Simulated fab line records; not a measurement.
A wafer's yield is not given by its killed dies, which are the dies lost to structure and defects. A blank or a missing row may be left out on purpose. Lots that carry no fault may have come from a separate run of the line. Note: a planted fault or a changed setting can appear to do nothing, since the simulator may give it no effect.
Chamber matching ; flow nand_harc ; pecvd-03 running NHARC_A_BONDPAD_DEP_00: 3 sister chambers
The step deposits SiCN, target thk 250 nm. 6 wafers are shown with their chamber, then 7 later ones without.

WAFERS, EACH WITH ITS CHAMBER
wafer;chamber;heater_power_w (W)
L082.4;1;576
L087.2;0;546
L087.4;2;435
L087.5;2;441
L089.1;1;557
L089.2;0;481

WAFERS MISSING THEIR CHAMBER
wafer;heater_power_w (W)
L089.3;486
L091.3;540
L091.4;555
L091.6;458
L092.1;498
L092.3;577
L092.6;511

THE CHAMBER EACH PASSED THROUGH
wafer;from the rows above;in truth
L089.3;can't be placed: 0 or 2 or 1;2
L091.3;can't be placed: 0 or 1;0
L091.4;can't be placed: 1 or 0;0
L091.6;can't be placed: 2 or 0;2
L092.1;can't be placed: 0 or 2 or 1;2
L092.3;can't be placed: 1 or 0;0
L092.6;can't be placed: 0 or 1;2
Correctly placed: 0 of 7. From these rows, 7 cannot be placed; in 6 the true chamber is one of the candidates. Wrongly placed: 0.
How it was worked out, from the rows above alone: a wafer's distance from a chamber is the root of the sum, over the readings, of the square of ((its reading less the chamber's mean) divided by the reading's scatter). If the next closest chamber is less than 2 further off than the closest, the wafer can't be placed; otherwise it belongs to the closest. The mean given for a chamber averages the wafers shown for that chamber. The scatter: the root of (the sum of the squares of (reading less its chamber's mean) over the shown wafers, divided by (wafers less chambers)).
